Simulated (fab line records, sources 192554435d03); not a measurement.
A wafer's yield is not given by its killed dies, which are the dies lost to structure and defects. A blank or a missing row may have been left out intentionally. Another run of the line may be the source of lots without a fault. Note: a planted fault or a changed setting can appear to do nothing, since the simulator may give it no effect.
Commonality check across tools -- flow n5Finfet -- Sampled: 10 lots, 30 wafers

## REASON FOR OPENING
At N5_BEOL_M4_RC_MEAS_101 the reading RS_NWELL is flagged on 3 of 10 lots. No-fault wafers: 1037 ohm/sq, standard deviation 6.9.
Rule: a lot gets a flag if all its wafers with a number sit over 4 standard deviations from that mean, or if no wafer of it has a number. The other lots count as sound.

lot,measured,on,"RS_NWELL (ohm/sq), wafer by wafer",flag
L345,day 8 17:25,prober-02,1032 1026 1036,
L346,day 9 04:35,prober-02,1044 1035 1027,
L347,day 9 12:39,prober-02,1039 1032 1027,
L349,day 9 14:19,prober-02,1033 1040 1032,
L353,day 11 06:47,prober-02,1033 1046 1039,
L356,day 11 09:02,prober-02,1039 1026 1027,
L359,day 12 11:00,prober-02,1084 1084 1087,FLAGGED
L361,day 12 14:43,prober-02,1088 1093 1099,FLAGGED
L360,day 12 14:46,prober-01,1030 1039 1030,
L362,day 12 20:45,prober-02,1084 1082 1086,FLAGGED
The numbers of the flagged lots are 1087 ohm/sq on average: +50 ohm/sq against the usual, or +7 standard deviations.

## LOT BY LOT: THE TOOL USED
Before the reading, the record contains 2 process steps out of a 1938-step route. Each cell gives the tool, then ch followed by the chambers the sampled wafers passed through, then the start.
lot,flag,N5_WELL_APT_IMPLANT_14,N5_WELL_APT_DESCUM_30
L345,,"implanter-01 ch 0, day 2 14:00","rieDiel-04 ch 2,3, day 2 15:05"
L346,,"implanter-02 ch 0, day 2 20:01","rieDiel-01 ch 1,2,3, day 2 21:10"
L347,,"implanter-01 ch 0, day 3 01:49","rieDiel-04 ch 0,2,3, day 3 02:52"
L349,,"implanter-02 ch 0, day 3 13:52","rieDiel-05 ch 0,1,3, day 3 15:01"
L353,,"implanter-01 ch 0, day 4 14:02","rieDiel-04 ch 0,2,3, day 4 15:39"
L356,,"implanter-01 ch 0, day 5 08:42","rieDiel-04 ch 0,1,3, day 5 10:22"
L359,FLAGGED,"implanter-01 ch 0, day 6 01:59","rieDiel-04 ch 0,3, day 6 03:06"
L361,FLAGGED,"implanter-01 ch 0, day 6 14:02","rieDiel-01 ch 2,3, day 6 15:29"
L360,,"implanter-02 ch 0, day 6 08:46","rieDiel-01 ch 2,3, day 6 09:56"
L362,FLAGGED,"implanter-01 ch 0, day 6 20:36","rieDiel-01 ch 1,3, day 6 21:43"
What is done by these steps:
- N5_WELL_APT_IMPLANT_14
- N5_WELL_APT_DESCUM_30: chemistry O2, time 7.9 s.
- N5_BEOL_M4_RC_MEAS_101

## FLAGGED AGAINST TOTAL, ONE TOOL AT A TIME (gauges that did the reading follow at the end)
step,tool,lots run,flagged,share of the flagged lots,sound lots run after its first flagged lot
N5_WELL_APT_IMPLANT_14,implanter-01,7,3,all,0
N5_WELL_APT_IMPLANT_14,implanter-02,3,0,none,-
N5_WELL_APT_DESCUM_30,rieDiel-01,4,2,some,0
N5_WELL_APT_DESCUM_30,rieDiel-04,5,1,some,0
N5_WELL_APT_DESCUM_30,rieDiel-05,1,0,none,-
N5_BEOL_M4_RC_MEAS_101,prober-01,1,0,none,-
N5_BEOL_M4_RC_MEAS_101,prober-02,9,3,all,0

## THE TABLE: WHAT IT ALLOWS
Every flagged lot went through 2 rows of the table: implanter-01 at N5_WELL_APT_IMPLANT_14 and prober-02 at N5_BEOL_M4_RC_MEAS_101.
- implanter-01 at N5_WELL_APT_IMPLANT_14: 3 of its 7 lots flagged. It ran its last sound lot, L356, at day 5 08:42 and its first flagged lot, L359, at day 6 01:59: a fault with its onset between the two fits. Its own readings (doseIonsCm2) fall more than 4 standard deviations out on all wafers of the flagged lots.
- prober-02 at N5_BEOL_M4_RC_MEAS_101: 3 of its 9 lots flagged. It ran its last sound lot, L356, at day 11 09:02 and its first flagged lot, L359, at day 12 11:00: a fault with its onset between the two fits.
These 2 tools cannot be told apart by counting lots, since each of them fits a fault that started at some hour. More lots, or a look at what each step does to the wafer, might.

## WHAT THE SIMULATOR PUT IN
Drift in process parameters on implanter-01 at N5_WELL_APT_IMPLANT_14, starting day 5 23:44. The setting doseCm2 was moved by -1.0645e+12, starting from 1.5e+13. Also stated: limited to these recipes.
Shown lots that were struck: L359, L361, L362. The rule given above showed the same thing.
